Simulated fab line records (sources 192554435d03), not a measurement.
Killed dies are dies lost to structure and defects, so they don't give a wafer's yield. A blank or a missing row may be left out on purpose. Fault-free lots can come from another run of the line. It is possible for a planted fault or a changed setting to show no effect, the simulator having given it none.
Split-lot study :: flow n5Finfet :: 39 wafers read across 7 lots, on a route 1938 steps long

SPLIT DETAILS
At N5_MOL_CONTACT_COAG_EXPOSE_05 (exposes mask CA, defocus 0 nm), the setting doseMj was moved away from the recipe's 38.25 on 9 of the 39 wafers read, by -6.3% to +3.9%. All remaining wafers had this setting at the recipe value.

FROM THE SPLIT TO THE READING: what the file shows between them, 2 steps
- N5_MOL_CONTACT_COAG_PEB_06: peb time 60 s
- N5_MOL_CONTACT_COAG_DEVELOP_07: develop time 30 s

THE READING
At N5_MOL_CONTACT_COAG_CD_MEAS_08: cdNm in nanometres, against a target cd of 28 nm. A value of 27.89 nm with a standard deviation of 0.28 nm is what fault-free wafers of this fab line usually give.

wafer: L082.1
tool, chamber at the split: euvScanner-02, 0
doseMj as run: 38.25
against the recipe: recipe
cdNm, nm: 27.55
against lot-mates on the recipe: -

wafer: L082.2
tool, chamber at the split: euvScanner-02, 0
doseMj as run: 38.25
against the recipe: recipe
cdNm, nm: 28.14
against lot-mates on the recipe: -

wafer: L082.3
tool, chamber at the split: euvScanner-02, 0
doseMj as run: 38.25
against the recipe: recipe
cdNm, nm: 28.02
against lot-mates on the recipe: -

wafer: L082.4
tool, chamber at the split: euvScanner-02, 0
doseMj as run: 38.25
against the recipe: recipe
cdNm, nm: 27.72
against lot-mates on the recipe: -

wafer: L082.5
tool, chamber at the split: euvScanner-02, 0
doseMj as run: 38.25
against the recipe: recipe
cdNm, nm: 28.00
against lot-mates on the recipe: -

wafer: L082.6
tool, chamber at the split: euvScanner-02, 0
doseMj as run: 38.25
against the recipe: recipe
cdNm, nm: 27.92
against lot-mates on the recipe: -

wafer: L083.1
tool, chamber at the split: euvScanner-02, 0
doseMj as run: 38.25
against the recipe: recipe
cdNm, nm: 27.78
against lot-mates on the recipe: -

wafer: L083.2
tool, chamber at the split: euvScanner-02, 0
doseMj as run: 39.74
against the recipe: +3.9%
cdNm, nm: 28.84
against lot-mates on the recipe: +0.82

wafer: L083.3
tool, chamber at the split: euvScanner-02, 0
doseMj as run: 39.74
against the recipe: +3.9%
cdNm, nm: 29.08
against lot-mates on the recipe: +1.06

wafer: L083.4
tool, chamber at the split: euvScanner-02, 0
doseMj as run: 38.25
against the recipe: recipe
cdNm, nm: 28.18
against lot-mates on the recipe: -

wafer: L083.5
tool, chamber at the split: euvScanner-02, 0
doseMj as run: 38.25
against the recipe: recipe
cdNm, nm: 28.10
against lot-mates on the recipe: -

wafer: L083.6
tool, chamber at the split: euvScanner-02, 0
doseMj as run: 39.74
against the recipe: +3.9%
cdNm, nm: 28.96
against lot-mates on the recipe: +0.94

wafer: L084.1
tool, chamber at the split: euvScanner-01, 0
doseMj as run: 38.25
against the recipe: recipe
cdNm, nm: 27.83
against lot-mates on the recipe: -

wafer: L084.4
tool, chamber at the split: euvScanner-01, 0
doseMj as run: 38.25
against the recipe: recipe
cdNm, nm: 27.75
against lot-mates on the recipe: -

wafer: L084.5
tool, chamber at the split: euvScanner-01, 0
doseMj as run: 38.25
against the recipe: recipe
cdNm, nm: 28.21
against lot-mates on the recipe: -

wafer: L086.1
tool, chamber at the split: euvScanner-01, 0
doseMj as run: 37.22
against the recipe: -2.7%
cdNm, nm: 26.68
against lot-mates on the recipe: -0.95

wafer: L086.2
tool, chamber at the split: euvScanner-01, 0
doseMj as run: 38.25
against the recipe: recipe
cdNm, nm: 27.72
against lot-mates on the recipe: -

wafer: L086.3
tool, chamber at the split: euvScanner-01, 0
doseMj as run: 38.25
against the recipe: recipe
cdNm, nm: 27.79
against lot-mates on the recipe: -

wafer: L086.4
tool, chamber at the split: euvScanner-01, 0
doseMj as run: 37.22
against the recipe: -2.7%
cdNm, nm: 27.70
against lot-mates on the recipe: +0.07

wafer: L086.5
tool, chamber at the split: euvScanner-01, 0
doseMj as run: 37.22
against the recipe: -2.7%
cdNm, nm: 27.22
against lot-mates on the recipe: -0.41

wafer: L086.6
tool, chamber at the split: euvScanner-01, 0
doseMj as run: 38.25
against the recipe: recipe
cdNm, nm: 27.37
against lot-mates on the recipe: -

wafer: L087.1
tool, chamber at the split: euvScanner-01, 0
doseMj as run: 38.25
against the recipe: recipe
cdNm, nm: 27.39
against lot-mates on the recipe: -

wafer: L087.2
tool, chamber at the split: euvScanner-01, 0
doseMj as run: 38.25
against the recipe: recipe
cdNm, nm: 27.52
against lot-mates on the recipe: -

wafer: L087.3
tool, chamber at the split: euvScanner-01, 0
doseMj as run: 38.25
against the recipe: recipe
cdNm, nm: 27.82
against lot-mates on the recipe: -

wafer: L087.4
tool, chamber at the split: euvScanner-01, 0
doseMj as run: 38.25
against the recipe: recipe
cdNm, nm: 27.33
against lot-mates on the recipe: -

wafer: L087.5
tool, chamber at the split: euvScanner-01, 0
doseMj as run: 38.25
against the recipe: recipe
cdNm, nm: 27.70
against lot-mates on the recipe: -

wafer: L087.6
tool, chamber at the split: euvScanner-01, 0
doseMj as run: 38.25
against the recipe: recipe
cdNm, nm: 27.60
against lot-mates on the recipe: -

wafer: L090.1
tool, chamber at the split: euvScanner-01, 0
doseMj as run: 38.25
against the recipe: recipe
cdNm, nm: 28.33
against lot-mates on the recipe: -

wafer: L090.2
tool, chamber at the split: euvScanner-01, 0
doseMj as run: 35.84
against the recipe: -6.3%
cdNm, nm: 26.53
against lot-mates on the recipe: -1.73

wafer: L090.3
tool, chamber at the split: euvScanner-01, 0
doseMj as run: 38.25
against the recipe: recipe
cdNm, nm: 28.21
against lot-mates on the recipe: -

wafer: L090.4
tool, chamber at the split: euvScanner-01, 0
doseMj as run: 35.84
against the recipe: -6.3%
cdNm, nm: 26.46
against lot-mates on the recipe: -1.80

wafer: L090.5
tool, chamber at the split: euvScanner-01, 0
doseMj as run: 35.84
against the recipe: -6.3%
cdNm, nm: 26.79
against lot-mates on the recipe: -1.47

wafer: L090.6
tool, chamber at the split: euvScanner-01, 0
doseMj as run: 38.25
against the recipe: recipe
cdNm, nm: 28.25
against lot-mates on the recipe: -

wafer: L097.1
tool, chamber at the split: euvScanner-02, 0
doseMj as run: 38.25
against the recipe: recipe
cdNm, nm: 27.50
against lot-mates on the recipe: -

wafer: L097.2
tool, chamber at the split: euvScanner-02, 0
doseMj as run: 38.25
against the recipe: recipe
cdNm, nm: 27.60
against lot-mates on the recipe: -

wafer: L097.3
tool, chamber at the split: euvScanner-02, 0
doseMj as run: 38.25
against the recipe: recipe
cdNm, nm: 27.78
against lot-mates on the recipe: -

wafer: L097.4
tool, chamber at the split: euvScanner-02, 0
doseMj as run: 38.25
against the recipe: recipe
cdNm, nm: 27.32
against lot-mates on the recipe: -

wafer: L097.5
tool, chamber at the split: euvScanner-02, 0
doseMj as run: 38.25
against the recipe: recipe
cdNm, nm: 27.55
against lot-mates on the recipe: -

wafer: L097.6
tool, chamber at the split: euvScanner-02, 0
doseMj as run: 38.25
against the recipe: recipe
cdNm, nm: 27.95
against lot-mates on the recipe: -

THE FIT
A straight line over all 39 wafers: cdNm changes by +0.224 nm for each +1% of doseMj; r = +0.85; the points scatter about the line by 0.3 nm.
The same after taking each lot's own level away (the mean of its wafers on the recipe; 39 wafers): +0.247 nm for each +1%; r = +0.93; scatter 0.22 nm.
Per that fit: largest doseMj move, reading shift of 1.6 nm.
The lots' own levels span 27.560 to 28.263 nm, that is 2.5 times the standard deviation above.
The two slopes are in agreement: the lot-to-lot level therefore moves the slope only a little.
Check: with one of the wafers moved furthest among these (-6.3%) left out of the fit, the line predicts -1.5 nm for it against its lot-mates. Against them it came out at -1.73 nm.

OTHER SPLITS APPLIED TO THESE WAFERS
Other splits were also applied to these wafers ahead of the reading. Each is held against what the fit with the lots' levels taken away leaves over:
other split on the same wafers: N5_DUMMY_GATE_ETCH_31 targetDepthA
wafers away from the commonest value: 9
r with cdNm (lot level and that fit taken away): -0.02

other split on the same wafers: N5_SD_EPI_N_ETCH_16 targetDepthA
wafers away from the commonest value: 18
r with cdNm (lot level and that fit taken away): +0.13

other split on the same wafers: N5_HKMG_FIN_ETCH_54 sourceW
wafers away from the commonest value: 9
r with cdNm (lot level and that fit taken away): -0.01

THE WHOLE CHAIN: every reading that the file lists as answering this split, in the file's order
step: N5_MOL_CONTACT_COAG_CD_MEAS_08
what it does: target cd 28 nm
reading: cdNm
change (the file's fit): +0.247 nm for each +1% of the setting
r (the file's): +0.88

step: N5_MOL_CONTACT_COAG_ETCH_59
what it does: etches underlayer in N2/H2, target depth 13 nm, time 10.4 s
reading: MOL_CONTACT_COAG.cdOffsetNm (the simulator's own value, which no gauge read)
change (the file's fit): +0.202 nm for each +1% of the setting
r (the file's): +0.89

step: N5_MOL_CONTACT_COAG_ETCH_105
what it does: etches SiARC in CF4, target depth 15.6 nm, time 26 s
reading: MOL_CONTACT_COAG.cdOffsetNm (the simulator's own value, which no gauge read)
change (the file's fit): +0.215 nm for each +1% of the setting
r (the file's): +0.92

FILE'S OWN FIT
cdNm changes by +0.247 nm for each +1% of doseMj, r = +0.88.
